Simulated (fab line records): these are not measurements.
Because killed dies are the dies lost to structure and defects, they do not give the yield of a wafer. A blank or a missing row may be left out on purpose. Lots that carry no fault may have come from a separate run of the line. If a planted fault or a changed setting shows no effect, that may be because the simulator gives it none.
2 desks, one fault | flow n5_finfet | every desk sees just its own numbers, and what lay behind them comes last

METROLOGY DESK
Lot by lot, what the gauges showed, no matter which tool ran the lot: averages of those sampled wafers that carry a number. The brackets show how far a lot's mean lies from the usual mean; more than 4 standard deviations puts the lot out of limits, marked OUT.
Columns: A = trench_depth_nm at N5_BEOL_M11_OCD_MEAS_38, usual 148.8 nm; B = V11_OVL at N5_BEOL_M12_OVL_MEAS_11, usual -2 nm
lot  | first seen here | A     | B
L223 | day 11 00:49    | 150.3 | 6
L225 | day 11 18:08    | 146.8 | 5
L228 | day 12 01:56    | 148.8 | -2
L226 | day 12 10:29    | 147.5 | -1
L229 | day 13 08:10    | 146.6 | 0
L233 | day 14 01:13    | 149.0 | -2
L235 | day 14 06:26    | 147.8 | -2
L240 | day 16 05:46    | 149.9 | -3
L241 | day 16 13:18    | 148.1 | 0
L244 | day 16 17:03    | 150.8 | -3
L246 | day 17 20:54    | 147.5 | -7
This desk's finding: nothing out of limits on any of the 11 lots.

DESK OF THE TOOL OWNER: rie_diel-02
The tool's own readings at N5_BEOL_M12_ETCH_59 (etches BARC in N2/H2, target depth 89 nm, overetch 26.7 nm, time 67.9 s): means of the sampled wafers that have a number, for each lot that ran on this tool. The brackets show how far a lot's mean lies from the usual mean; more than 4 standard deviations puts the lot out of limits, marked OUT.
Columns: A = bias_w at N5_BEOL_M12_ETCH_59, usual 150.0 W; B = drypump_motor_current_A at N5_BEOL_M12_ETCH_59, usual 5.9 A; C = oes_product_au at N5_BEOL_M12_ETCH_59, usual 0.68 a.u.; D = rf_vpp_V at N5_BEOL_M12_ETCH_59, usual 525 V; E = showerhead_plenum_p_Torr at N5_BEOL_M12_ETCH_59, usual 2.58 Torr; F = throttle_valve_pct at N5_BEOL_M12_ETCH_59, usual 17.82 %
lot  | first seen here | A               | B   | C    | D              | E    | F
L225 | day 11 23:31    | 150.0           | 5.7 | 0.72 | 525            | 2.62 | 17.75
L228 | day 12 05:12    | 150.4           | 5.9 | 0.69 | 526            | 2.59 | 17.81
L229 | day 13 11:27    | 150.4           | 5.8 | 0.62 | 527            | 2.63 | 17.85
L233 | day 14 05:21    | 149.8           | 5.9 | 0.68 | 525            | 2.59 | 17.84
L244 | day 16 21:13    | 159.0 (+19) OUT | 5.4 | 0.64 | 545 (+6.2) OUT | 2.66 | 17.83
L246 | day 18 02:14    | 167.1 (+36) OUT | 5.7 | 0.67 | 563 (+12) OUT  | 2.60 | 17.81
This desk's finding: out of limits on L244, L246; first on L244, day 16 21:13 (bias_w at N5_BEOL_M12_ETCH_59). Within limits: L225, L228, L229, L233.

PUT TOGETHER
At day 16 21:13, on L244, L246, the tool owner's desk was in a position to raise an alarm.
The metrology desk saw nothing out of limits.
The metrology desk holds a record of L244, L246, inside its limits.
N5_BEOL_M12_ETCH_59 was run on rie_diel-02 by each of the lots named.

WHAT THE SIMULATOR HAD INSERTED
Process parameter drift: rie_diel-02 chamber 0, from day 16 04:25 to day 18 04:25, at N5_BEOL_M12_ETCH_59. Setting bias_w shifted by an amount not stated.
Shown lots that were struck: L244, L246.
Time in hours from fault onset to the first out-of-limits reading at each desk: the tool owner's desk, 17.
